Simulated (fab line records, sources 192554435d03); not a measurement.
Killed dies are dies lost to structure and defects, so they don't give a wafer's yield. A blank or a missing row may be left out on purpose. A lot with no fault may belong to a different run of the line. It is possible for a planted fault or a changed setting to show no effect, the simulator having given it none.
Chamber matching    flow n5-finfet    N5_GATE_CUT_DESCUM_18 on rie-diel-01: 4 sister chambers
The step chemistry O2, time 7 s. 20 wafers are shown with their chamber, then 10 later ones without.

## EACH WAFER AND ITS CHAMBER
wafer   chamber  drypump-motor-current-A (A)  showerhead-plenum-p-Torr (Torr)  oes-product-au (a.u.)
L075.1  0        5.1                          2.21                             0.75
L075.3  1        5.6                          2.10                             0.68
L075.5  0        5.1                          2.21                             0.76
L076.1  0        5.1                          2.21                             0.75
L076.3  2        5.4                          2.13                             0.89
L076.5  0        5.1                          2.21                             0.76
L081.2  1        5.7                          2.09                             0.66
L081.3  0        5.1                          2.21                             0.74
L081.5  3        6.3                          2.04                             0.69
L083.2  1        5.6                          2.09                             0.67
L083.4  2        5.4                          2.12                             0.87
L083.5  3        6.3                          2.04                             0.68
L085.3  1        5.7                          2.09                             0.66
L085.4  2        5.4                          2.12                             0.86
L085.6  1        5.6                          2.09                             0.66
L087.1  2        5.4                          2.12                             0.87
L087.3  0        5.1                          2.21                             0.74
L087.6  0        5.1                          2.21                             0.74
L089.4  2        5.4                          2.12                             0.86
L089.5  1        5.6                          2.09                             0.66

SIGNATURES (means of the wafers above)
reading                   chamber 0  chamber 1  chamber 2  chamber 3  scatter within a chamber
drypump-motor-current-A   5.100      5.633      5.400      6.300      0.0289
showerhead-plenum-p-Torr  2.2100     2.0917     2.1220     2.0400     0.0032
oes-product-au            0.7486     0.6650     0.8700     0.6850     0.00964
Rule: a wafer's distance from a chamber is the root of the sum, over the readings, of the square of ((its reading less the chamber's mean) divided by the reading's scatter). The wafer belongs to the nearest chamber; if the next one is less than 2 further off, it can't be placed. How the scatter is found: for the shown wafers, subtract from each reading the mean of its chamber, square and add these, divide the total by (wafers less chambers), then take the root.

## WAFERS WITHOUT THEIR CHAMBER
wafer   drypump-motor-current-A (A)  showerhead-plenum-p-Torr (Torr)  oes-product-au (a.u.)
L089.6  5.4                          2.12                             0.85
L092.2  6.4                          2.03                             0.67
L092.5  5.1                          2.20                             0.73
L092.6  5.4                          2.12                             0.86
L095.1  6.3                          2.03                             0.68
L095.3  5.4                          2.12                             0.85
L095.4  5.4                          2.12                             0.85
L096.1  5.1                          2.20                             0.73
L096.3  5.4                          2.11                             0.84
L096.4  5.6                          2.08                             0.95

## WHICH CHAMBER EACH WENT THROUGH
wafer    from the rows above   in truth
L089.6   2                     2
L092.2   3                     3
L092.5   0                     0
L092.6   2                     2
L095.1   3                     3
L095.3   2                     2
L095.4   2                     2
L096.1   0                     0
L096.3   2                     2
L096.4   2                     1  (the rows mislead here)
Correct placement for 9 of the 10. Number that these rows cannot place: 0. 1 placed wrongly.
